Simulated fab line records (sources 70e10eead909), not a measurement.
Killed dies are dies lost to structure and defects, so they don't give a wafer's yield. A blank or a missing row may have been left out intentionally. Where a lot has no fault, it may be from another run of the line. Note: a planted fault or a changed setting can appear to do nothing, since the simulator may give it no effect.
A struck lot beside a sound one    flow nand harc    39 out of 1302 route steps
Sound: these wafers, L851.1, L851.3, L851.6. The struck wafers were L857.2, L857.3, L857.5. The cause comes at the end.
Per side, at each step with rows, come the tool, then ch with its chambers, and then its first start. Under that, the readings that differ: sound wafers    struck wafers    difference of the means    sigmas: that difference in standard deviations of wafers without a fault.
alike: same words and numbers on both sides, and readings whose means sit less than 2 such deviations apart. not compared: any withheld reading, any reading some wafer has no value for, any bound like >300 that may hide the same value, and any number with overlapping values for which the record gives no deviation.
Wherever a step has rows on one side only, a row that says differs or no value, or a row with sigmas, the two part there. When numbers do not overlap yet have no deviation, they are printed without sigmas and do not part them. Lack of a reading on every wafer of one side parts them only where that side has two or more wafers.

first, 6 steps without rows for these wafers: NHARC_A_CHANNEL_HOLE_D1_STRIP_42 (strips in CF4/CHF3); NHARC_A_CHANNEL_HOLE_D1_STRIP_43 (strips in O2/COS); NHARC_A_CHANNEL_HOLE_D1_ETCH_44 (etches the open film in CF4/O2, target depth 140 nm, overetch 14 nm, time 77 s); NHARC_A_CHANNEL_HOLE_D1_STRIP_27 (strips in O2); NHARC_A_CHANNEL_HOLE_D1_PRECLEAN_28 (cleans in SC1); NHARC_A_CHANNEL_HOLE_D1_SRD_29.
NHARC_A_CHANNEL_HOLE_D1_CD_MEAS_30:
  sound: cd sem-03 at day 9 03:18; struck: cd sem-01 at day 11 12:47
  alike: cd nm
NHARC_A_CHANNEL_HOLE_D1_XSEM_31:
  sound on xsem-01 ch 0, day 9 03:23; struck on xsem-02 ch 0, day 11 12:53
  alike: bot cd nm, bow nm, tilt deg
NHARC_A_CHANNEL_HOLE_D1_INSPECT_40:
  sound: defect inspect-02 at day 9 03:29; struck: defect inspect-02 at day 11 12:59
reading           sound     struck      difference  sigmas
raw defect count  32 18 36  100 78 113  +68         +3
then, 3 steps without rows for these wafers: NHARC_A_CHANNEL_FILL_D1_PRECLEAN_00 (cleans in SC1); NHARC_A_CHANNEL_FILL_D1_SRD_01; NHARC_A_CHANNEL_FILL_D1_ALD_02 (deposits SiO2, target thk 6 nm, pulse time 10 s, ald cycles 60).
NHARC_A_CHANNEL_FILL_D1_ALD_03: deposits SiNx, target thk 6 nm, pulse time 60 s, ald cycles 58.
  sound on ald sin batch-03 ch 0, day 9 07:07; struck on ald sin batch-01 ch 0, day 11 16:37
  alike: precursor pulse height rel
NHARC_A_CHANNEL_FILL_D1_ALD_14: deposits SiO2, target thk 2.5 nm, pulse time 10 s, ald cycles 25.
  sound on ald hk-01 ch 0,1,2, day 9 10:47; struck on ald hk-01 ch 0,1,2, day 11 20:31
  alike: heater power w, precursor pulse height rel
then, 1 step without rows for these wafers: NHARC_A_CHANNEL_FILL_D1_ALD_15 (deposits SiNx, target thk 2 nm, pulse time 60 s, ald cycles 19).
NHARC_A_CHANNEL_FILL_D1_ALD_16: deposits SiO2, target thk 1.5 nm, pulse time 10 s, ald cycles 15.
  sound on ald hk-01 ch 0,1,2, day 9 15:52; struck on ald hk-01 ch 1,2,3, day 12 01:39
  alike: heater power w, precursor pulse height rel
then, 2 steps without rows for these wafers: NHARC_A_CHANNEL_FILL_D1_ANNEAL_17 (time 1800 s); NHARC_A_CHANNEL_FILL_D1_CVD_18 (deposits poly-Si, target thk 3 nm).
NHARC_A_CHANNEL_FILL_D1_ETCHBACK_19: etches the open film in HBr/Cl2, target depth 5 nm, time 1.7 s.
  sound on rie si-02 ch 1,2,3, day 10 05:16; struck on rie si-03 ch 1,2,3, day 12 13:35
reading                 sound                 struck                difference  sigmas
oes product au (a.u.)   1.020 1.013 1.012     0.988 0.993 1.003     -0.020      -2
throttle valve pct (%)  26.399 26.397 26.393  26.412 26.423 26.426  +0.024      +3
  alike: drypump motor current A
  not compared: rf hours counter h
then, 8 steps without rows for these wafers: NHARC_A_CHANNEL_FILL_D1_ETCHBACK_20 (etches the open film in C4F8/O2/Ar, target depth 27 nm, time 13.5 s); NHARC_A_CHANNEL_FILL_D1_STRIP_28 (strips in O2, time 20 s); NHARC_A_CHANNEL_FILL_D1_PRECLEAN_21 (cleans in dHF, time 30 s); NHARC_A_CHANNEL_FILL_D1_SRD_23; NHARC_A_CHANNEL_FILL_D1_CVD_05 (deposits poly-Si, target thk 5 nm); NHARC_A_CHANNEL_FILL_D1_ANNEAL_22 (time 7200 s); NHARC_A_CHANNEL_FILL_D1_ALD_25 (deposits SiOx, target thk 60 nm, pulse time 10 s, ald cycles 600); NHARC_A_CHANNEL_FILL_D1_ETCHBACK_08 (etches the open film in C4F8, target depth 220 nm, time 110 s).
NHARC_A_CHANNEL_FILL_D1_STRIP_29: strips in O2, time 20 s.
  sound on rie diel-13 ch 2,3; struck on rie diel-05 ch 0,2,3
  alike: drypump motor current A, oes product au, rf vpp V, showerhead plenum p Torr, throttle valve pct
  not compared: rf hours counter h
then, 10 steps without rows for these wafers: NHARC_A_CHANNEL_FILL_D1_PRECLEAN_30 (cleans in dHF, time 30 s); NHARC_A_CHANNEL_FILL_D1_SRD_31; NHARC_A_CHANNEL_FILL_D1_CVD_09 (deposits poly-Si, target thk 150 nm, time 3000 s); NHARC_A_CHANNEL_FILL_D1_CMP_10 (polishes, target thk 150 nm); NHARC_A_CHANNEL_FILL_D1_SRD_12; NHARC_A_DECK1_JOINT_ETCHBACK_07 (etches the open film in HBr, target depth 105 nm, time 26.9 s); NHARC_A_DECK1_JOINT_ETCH_25 (etches SiO2 in dHF, target depth 0.5 nm); NHARC_A_DECK1_JOINT_ETCH_19 (etches poly-Si in TMAH, target depth 3 nm); NHARC_A_DECK1_JOINT_ETCH_18 (etches SiO2 in dHF, target depth 3 nm); NHARC_A_DECK1_JOINT_WET_08 (chemistry H3PO4, time 86 s).
-- the record jumps here: 14 days lie between the struck wafers' starts before and after (it left off in module A_DECK1_JOINT and takes up again in module END, whose first step shown is number 1302 of the route) --
NHARC_END_SORT_01:
  at this point the record logs the struck wafers (prober-02 ch 0, day 26 21:55) and has no rows for the sound ones

== WHERE THEY PART ==
Earliest at NHARC_A_CHANNEL_HOLE_D1_INSPECT_40; latest, in this record, at NHARC_END_SORT_01.

WHY: what the simulator had put in
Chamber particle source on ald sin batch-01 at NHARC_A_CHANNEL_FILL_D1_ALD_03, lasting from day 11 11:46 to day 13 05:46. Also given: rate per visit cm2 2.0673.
